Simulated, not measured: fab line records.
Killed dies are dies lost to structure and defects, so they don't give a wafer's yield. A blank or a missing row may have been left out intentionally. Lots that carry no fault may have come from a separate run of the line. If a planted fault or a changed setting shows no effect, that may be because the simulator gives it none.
Chamber matching || flow n5 finfet || N5_HKMG_FIN_ETCH_35 on rie diel-01 has 4 sister chambers
The step etches SOC in N2/H2, target depth 215.8 nm, time 243.4 s. 4 wafers are shown with their chamber, then 9 later ones without.

## EACH WAFER AND ITS CHAMBER
{"wafer": "L080.3", "chamber": 3, "showerhead plenum p Torr (Torr)": 2.46}
{"wafer": "L086.1", "chamber": 0, "showerhead plenum p Torr (Torr)": 2.46}
{"wafer": "L086.2", "chamber": 1, "showerhead plenum p Torr (Torr)": 2.39}
{"wafer": "L086.3", "chamber": 2, "showerhead plenum p Torr (Torr)": 2.57}

## WAFERS WITHOUT THEIR CHAMBER
{"wafer": "L089.3", "showerhead plenum p Torr (Torr)": 2.57}
{"wafer": "L089.4", "showerhead plenum p Torr (Torr)": 2.57}
{"wafer": "L089.6", "showerhead plenum p Torr (Torr)": 2.46}
{"wafer": "L090.2", "showerhead plenum p Torr (Torr)": 2.46}
{"wafer": "L090.4", "showerhead plenum p Torr (Torr)": 2.45}
{"wafer": "L090.6", "showerhead plenum p Torr (Torr)": 2.46}
{"wafer": "L095.2", "showerhead plenum p Torr (Torr)": 2.45}
{"wafer": "L095.3", "showerhead plenum p Torr (Torr)": 2.46}
{"wafer": "L095.5", "showerhead plenum p Torr (Torr)": 2.45}

## WHICH CHAMBER EACH WENT THROUGH
{"wafer": "L089.3", "from the rows above": 2, "in truth": 2}
{"wafer": "L089.4", "from the rows above": 2, "in truth": 2}
{"wafer": "L089.6", "from the rows above": "can't be placed: 0 or 3", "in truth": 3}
{"wafer": "L090.2", "from the rows above": "can't be placed: 0 or 3", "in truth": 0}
{"wafer": "L090.4", "from the rows above": "can't be placed: 0 or 3", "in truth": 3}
{"wafer": "L090.6", "from the rows above": "can't be placed: 0 or 3", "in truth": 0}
{"wafer": "L095.2", "from the rows above": "can't be placed: 0 or 3", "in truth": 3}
{"wafer": "L095.3", "from the rows above": "can't be placed: 0 or 3", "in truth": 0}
{"wafer": "L095.5", "from the rows above": "can't be placed: 0 or 3", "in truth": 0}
Placed correctly: 2 of 9. Unplaceable from these rows: 7, with the true chamber sitting among the candidates in 7. 0 placed wrongly.
How it was worked out, from the rows above alone: a wafer's distance from a chamber is the root of the sum, over the readings, of the square of ((its reading less the chamber's mean) divided by the reading's scatter). The wafer belongs to the nearest chamber; if the next one is less than 2 further off, it can't be placed. Each chamber's mean is taken over the wafers shown for it. The scatter: with one shown wafer a chamber, the root of the mean of the squares of how far each hidden wafer lies from its nearest shown one.
